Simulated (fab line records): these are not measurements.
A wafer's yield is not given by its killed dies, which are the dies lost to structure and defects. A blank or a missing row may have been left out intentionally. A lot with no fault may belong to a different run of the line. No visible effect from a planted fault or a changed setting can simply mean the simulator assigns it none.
Chamber matching | flow n5_finfet | N5_HKMG_FIN_STRIP_89 on rie_diel-03: 4 sister chambers
The step strips SOC in N2/H2, time 20 s. 22 wafers are shown with their chamber, then 11 later ones without.

## WAFERS PAIRED WITH THEIR CHAMBERS
wafer  | chamber | throttle_valve_pct (%) | showerhead_plenum_p_Torr (Torr) | drypump_motor_current_A (A)
L076.1 | 2       | 18.5                   | 3.23                            | 6.0
L076.2 | 1       | 18.2                   | 3.55                            | 5.2
L076.4 | 0       | 19.5                   | 3.52                            | 6.3
L083.1 | 3       | 19.3                   | 3.46                            | 5.6
L083.2 | 1       | 18.2                   | 3.54                            | 5.1
L083.5 | 1       | 18.2                   | 3.54                            | 5.2
L085.1 | 3       | 19.3                   | 3.45                            | 5.6
L085.3 | 0       | 19.5                   | 3.50                            | 6.2
L085.5 | 0       | 19.5                   | 3.50                            | 6.3
L086.1 | 3       | 19.3                   | 3.45                            | 5.6
L086.4 | 2       | 18.5                   | 3.22                            | 6.1
L086.5 | 2       | 18.5                   | 3.22                            | 6.0
L088.1 | 3       | 19.3                   | 3.45                            | 5.6
L088.3 | 2       | 18.6                   | 3.22                            | 6.1
L088.6 | 2       | 18.5                   | 3.22                            | 6.0
L089.3 | 3       | 19.4                   | 3.45                            | 5.7
L089.4 | 0       | 19.5                   | 3.50                            | 6.3
L089.6 | 0       | 19.5                   | 3.50                            | 6.3
L090.4 | 0       | 19.5                   | 3.50                            | 6.3
L090.5 | 1       | 18.2                   | 3.53                            | 5.2
L090.6 | 0       | 19.5                   | 3.50                            | 6.3
L093.1 | 3       | 19.4                   | 3.44                            | 5.6

SIGNATURES, as means of the wafers listed above
reading                  | chamber 0 | chamber 1 | chamber 2 | chamber 3 | scatter within a chamber
throttle_valve_pct       | 19.500    | 18.200    | 18.520    | 19.333    | 0.0344
showerhead_plenum_p_Torr | 3.5029    | 3.5400    | 3.2220    | 3.4500    | 0.00676
drypump_motor_current_A  | 6.286     | 5.175     | 6.040     | 5.617     | 0.045
Rule: a wafer lies at a distance from a chamber equal to the root of the sum of squares, over the readings, of (its reading less the chamber's mean, divided by the reading's scatter). If the next closest chamber is less than 2 further off than the closest, the wafer can't be placed; otherwise it belongs to the closest. The scatter: the root of (the sum of the squares of (reading less its chamber's mean) over the shown wafers, divided by (wafers less chambers)).

## WAFERS WHOSE CHAMBER IS MISSING
wafer  | throttle_valve_pct (%) | showerhead_plenum_p_Torr (Torr) | drypump_motor_current_A (A)
L093.5 | 19.6                   | 3.49                            | 6.3
L093.6 | 18.6                   | 3.21                            | 6.0
L095.1 | 18.2                   | 3.52                            | 5.2
L095.3 | 18.6                   | 3.20                            | 6.0
L095.5 | 19.5                   | 3.49                            | 6.3
L096.2 | 18.6                   | 3.20                            | 6.0
L096.4 | 18.2                   | 3.52                            | 5.2
L096.6 | 19.6                   | 3.49                            | 6.3
L097.2 | 18.2                   | 3.52                            | 5.2
L097.3 | 19.4                   | 3.44                            | 5.6
L097.4 | 18.6                   | 3.20                            | 6.0

## THE CHAMBER EACH PASSED THROUGH
wafer  | from the rows above | in truth
L093.5 | 0                   | 0
L093.6 | 2                   | 2
L095.1 | 1                   | 1
L095.3 | 2                   | 2
L095.5 | 0                   | 0
L096.2 | 2                   | 2
L096.4 | 1                   | 1
L096.6 | 0                   | 0
L097.2 | 1                   | 1
L097.3 | 3                   | 3
L097.4 | 2                   | 2
11 of 11 placed correctly. From these rows, 0 cannot be placed. Wrongly placed: 0.
